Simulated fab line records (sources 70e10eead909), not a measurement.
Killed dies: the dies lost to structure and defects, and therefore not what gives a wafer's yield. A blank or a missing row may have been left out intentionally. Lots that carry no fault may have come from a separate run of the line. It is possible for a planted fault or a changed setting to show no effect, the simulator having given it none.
What tool caused it? | flow nand-harc | 13 lots with 39 wafers sampled at 5 steps, on a route of 1302 steps

WHAT THE GAUGES SHOWED, per wafer
NHARC_A_ZERO_WELL_CD_MEAS_10: the cd target is 2000 nm.
lot  | measured     | on        | cd-nm (nm)
L364 | day 6 23:23  | cd-sem-01 | 1994.5 2002.9 1999.0
L366 | day 7 11:17  | cd-sem-03 | 2002.8 2003.3 1999.7
L367 | day 8 06:21  | cd-sem-02 | 2004.8 1999.4 2001.8
L368 | day 8 07:40  | cd-sem-01 | 2001.6 1996.5 1996.1
L369 | day 9 00:40  | cd-sem-02 | 2003.4 2000.5 2000.9
L370 | day 9 07:59  | cd-sem-01 | 1997.5 1998.5 1997.8
L371 | day 9 16:27  | cd-sem-02 | 1999.3 1998.8 2001.1
L379 | day 12 20:05 | cd-sem-01 | 1995.0 1999.3 1997.1
L380 | day 13 11:28 | cd-sem-02 | 1995.0 2000.6 1998.3
L381 | day 13 16:58 | cd-sem-01 | 2000.9 1997.4 2002.3
L385 | day 15 10:21 | cd-sem-03 | 2001.5 1995.6 1998.9
L386 | day 15 23:54 | cd-sem-02 | 1998.5 1999.4 2004.0
L387 | day 16 15:29 | cd-sem-02 | 1997.7 1997.5 1997.2

NHARC_A_SOURCE_PLATE_THK_MEAS_09: measures by ellipsometry.
lot  | measured     | on            | thk-nm (nm)
L364 | day 7 07:55  | film-metro-01 | 9.6 11.0 10.1
L366 | day 7 19:52  | film-metro-01 | 9.0 11.8 9.7
L367 | day 8 14:43  | film-metro-02 | 9.5 9.1 11.3
L368 | day 8 14:43  | film-metro-01 | 9.5 9.9 9.6
L369 | day 9 09:19  | film-metro-02 | 9.3 9.5 8.3
L370 | day 9 16:21  | film-metro-02 | 8.9 9.2 13.2
L371 | day 10 01:11 | film-metro-02 | 9.9 11.4 11.5
L379 | day 13 04:44 | film-metro-01 | 9.4 7.8 9.4
L380 | day 13 23:37 | film-metro-01 | 8.7 7.9 9.3
L381 | day 13 23:37 | film-metro-02 | 8.6 9.8 9.7
L385 | day 15 16:20 | film-metro-01 | 9.5 9.7 9.7
L386 | day 16 08:10 | film-metro-01 | 9.3 8.6 10.0
L387 | day 16 23:31 | film-metro-01 | 11.3 10.5 9.9

NHARC_A_ONON_D1_THK_MEAS_05: measures by ellipsometry.
lot  | measured     | on            | thk-nm (nm)
L364 | day 7 19:05  | film-metro-02 | 974 976 973
L366 | day 8 09:40  | film-metro-01 | 998 1000 998
L367 | day 9 04:51  | film-metro-01 | 1005 1006 1004
L368 | day 9 04:52  | film-metro-02 | 991 992 993
L369 | day 9 23:04  | film-metro-01 | 1003 1001 1002
L370 | day 10 06:07 | film-metro-02 | 991 991 990
L371 | day 10 14:55 | film-metro-02 | 996 1000 998
L379 | day 13 21:07 | film-metro-01 | 982 1066 987
L380 | day 14 13:19 | film-metro-02 | 999 997 997
L381 | day 14 13:19 | film-metro-01 | 1004 1003 1004
L385 | day 16 06:26 | film-metro-02 | 1004 1001 1002
L386 | day 16 22:16 | film-metro-01 | 987 986 986
L387 | day 17 16:10 | film-metro-02 | 1012 1013 1012

NHARC_END_SORT_01.
lot  | measured     | on        | killed-at-array | killed-at-other | killed-at-periphery | killed-dies | killed-open | killed-short
L379 | day 30 01:58 | prober-01 | 47 676 65       | 0 0 2           | 2 1 0               | 49 677 67   | 5 5 0       | 3 2 5

TOOL THAT RAN EACH LOT (tool first, then ch and the chambers of the sampled wafers, then the start)
lot  | NHARC_A_ONON_D1_DEP_03
L364 | pecvd-onon-02 ch 0, day 7 18:34
L366 | pecvd-onon-04 ch 0, day 8 09:10
L367 | pecvd-onon-01 ch 0, day 9 04:21
L368 | pecvd-onon-04 ch 0, day 9 04:22
L369 | pecvd-onon-04 ch 0, day 9 22:37
L370 | pecvd-onon-04 ch 0, day 10 05:40
L371 | pecvd-onon-01 ch 0, day 10 14:31
L379 | pecvd-onon-04 ch 0, day 13 20:37
L380 | pecvd-onon-01 ch 0, day 14 12:47
L381 | pecvd-onon-02 ch 0, day 14 12:48
L385 | pecvd-onon-02 ch 0, day 16 05:59
L386 | pecvd-onon-04 ch 0, day 16 21:52
L387 | pecvd-onon-02 ch 0, day 17 15:40
- NHARC_A_ONON_D1_DEP_03: target thk 1000 nm.

WHAT THE TOOLS THEMSELVES READ (means of the sampled wafers that have a number; where no wafer has one, the mark that the record gives instead)
NHARC_A_ONON_D1_DEP_03.
lot  | tool          | susceptor-temp-C (C)
L364 | pecvd-onon-02 | 400.20
L366 | pecvd-onon-04 | 399.81
L367 | pecvd-onon-01 | 399.93
L368 | pecvd-onon-04 | 400.19
L369 | pecvd-onon-04 | 400.11
L370 | pecvd-onon-04 | 400.06
L371 | pecvd-onon-01 | 400.40
L379 | pecvd-onon-04 | 399.86
L380 | pecvd-onon-01 | 399.99
L381 | pecvd-onon-02 | 400.10
L385 | pecvd-onon-02 | 400.26
L386 | pecvd-onon-04 | 400.33
L387 | pecvd-onon-02 | 399.94

THE ANSWER, worked out from the rows above alone
Rule: usual is defined by the lots themselves. The widest of any qualifying gaps counts: lots, ordered by their means at a reading, are off when they make up no more than a third of the lots, leave a main group of 4 or more, and stand apart from it by 3 or more times the standard deviation of that group's means. Not used: any main group whose means are identical at the precision the tables above print for the reading. A lot without any number at a reading at which 4 lots or more have one is off too. The other lots that the step has rows for count as sound. First the gauges in route order, then the tools' own readings, where a lot's mean is used as printed above. At the first step where some lot is off, the reading lying furthest off is the one used; lots without a number count as furthest.
No lot is off at any reading shown: from this, nothing can be told.

WHAT THE SIMULATOR HAD INSERTED
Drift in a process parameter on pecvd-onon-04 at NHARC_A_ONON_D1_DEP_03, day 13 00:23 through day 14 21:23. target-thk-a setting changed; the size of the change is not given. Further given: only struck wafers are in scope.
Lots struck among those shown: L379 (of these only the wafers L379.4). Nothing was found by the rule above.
